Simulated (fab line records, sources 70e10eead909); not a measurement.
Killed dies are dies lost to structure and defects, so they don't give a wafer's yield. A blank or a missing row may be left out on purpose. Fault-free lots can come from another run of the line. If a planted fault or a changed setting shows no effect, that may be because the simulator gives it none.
A lot that was struck, set against a sound lot :: flow nandHarc :: 14 out of 1302 route steps
Sound: these wafers, L549.1, L549.4, L549.5. Struck: wafer L563.4; the same lot's L563.6 was not struck, so it is left out; see the end for the cause.
Per side, at each step with rows, come the tool, then ch with its chambers, and then its first start. Under that, the readings that differ: sound wafers :: struck wafers :: difference of the means :: sigmas: that difference in standard deviations of wafers without a fault.
alike: a reading whose means differ by less than 2 such deviations, as well as words and numbers matching on both sides. not compared: withheld readings; readings where some wafer has no value; bounds like >300 that might hide an equal value; numbers whose values overlap and for which the record gives no deviation.
A row with sigmas, a row that says differs or no value, or rows on one side alone: a step with any of these is where the two part. Numbers that have no deviation but don't overlap get no sigmas and don't part them. Lack of a reading on every wafer of one side parts them only where that side has two or more wafers.

NHARC_A_SOURCE_PLATE_THK_MEAS_06: measures by ellipsometry.
  sound: filmMetro-02 at day 8 11:08; struck: filmMetro-02 at day 14 12:50
  alike: thkNm
NHARC_A_SOURCE_PLATE_INSPECT_08:
  sound: defectInspect-02 at day 8 11:14; struck: defectInspect-01 at day 14 12:56
reading: rawDefectCount
sound: 141 84 91
struck: 41
difference: -64
sigmas: -3
then, 1 step without rows for these wafers: NHARC_A_ONON_D1_DEP_00 (target thk 1000 nm).
NHARC_A_ONON_D1_THK_MEAS_02: measures by ellipsometry.
  sound: filmMetro-01 at day 8 11:49; struck: filmMetro-02 at day 14 13:31
  alike: thkNm
then, 1 step without rows for these wafers: NHARC_A_ONON_D1_DEP_03 (target thk 1000 nm).
NHARC_A_ONON_D1_THK_MEAS_05: measures by ellipsometry.
  sound: filmMetro-02 at day 8 12:22; struck: filmMetro-02 at day 14 14:04
  alike: thkNm
then, 1 step without rows for these wafers: NHARC_A_ONON_D1_DEP_06 (target thk 1000 nm).
NHARC_A_ONON_D1_THK_MEAS_08: measures by ellipsometry.
  sound: filmMetro-02 at day 8 12:56; struck: filmMetro-02 at day 14 14:38
  alike: thkNm
then, 1 step without rows for these wafers: NHARC_A_ONON_D1_DEP_09 (target thk 1000 nm).
NHARC_A_ONON_D1_THK_MEAS_11: measures by ellipsometry.
  sound: filmMetro-01 at day 8 13:30; struck: filmMetro-02 at day 14 15:12
  alike: thkNm
NHARC_A_ONON_D1_DEP_12: target thk 1000 nm.
  sound on pecvdOnon-01 ch 0, day 8 13:34; struck on pecvdOnon-01 ch 0, day 14 15:26
NHARC_A_ONON_D1_THK_MEAS_14: measures by ellipsometry.
  sound: filmMetro-02 at day 8 14:04; struck: filmMetro-02 at day 14 15:46
reading: thkNm (nm)
sound: 996 995 997
struck: 1549
difference: +553
sigmas: +59
then, 1 step without rows for these wafers: NHARC_A_ONON_D1_ANNEAL_15 (time 3600 s).
-- the record jumps here: 16 days lie between the struck wafers' starts before and after (it left off in module A_ONON_D1 and takes up again in module END, whose first step shown is number 1302 of the route) --
NHARC_END_SORT_01:
  at this point the record logs the struck wafers (prober-02 ch 0, day 30 17:49) and has no rows for the sound ones

== WHERE THEY PART ==
Earliest at NHARC_A_SOURCE_PLATE_INSPECT_08; latest, in this record, at NHARC_END_SORT_01.

WHY: whatever the simulator had introduced
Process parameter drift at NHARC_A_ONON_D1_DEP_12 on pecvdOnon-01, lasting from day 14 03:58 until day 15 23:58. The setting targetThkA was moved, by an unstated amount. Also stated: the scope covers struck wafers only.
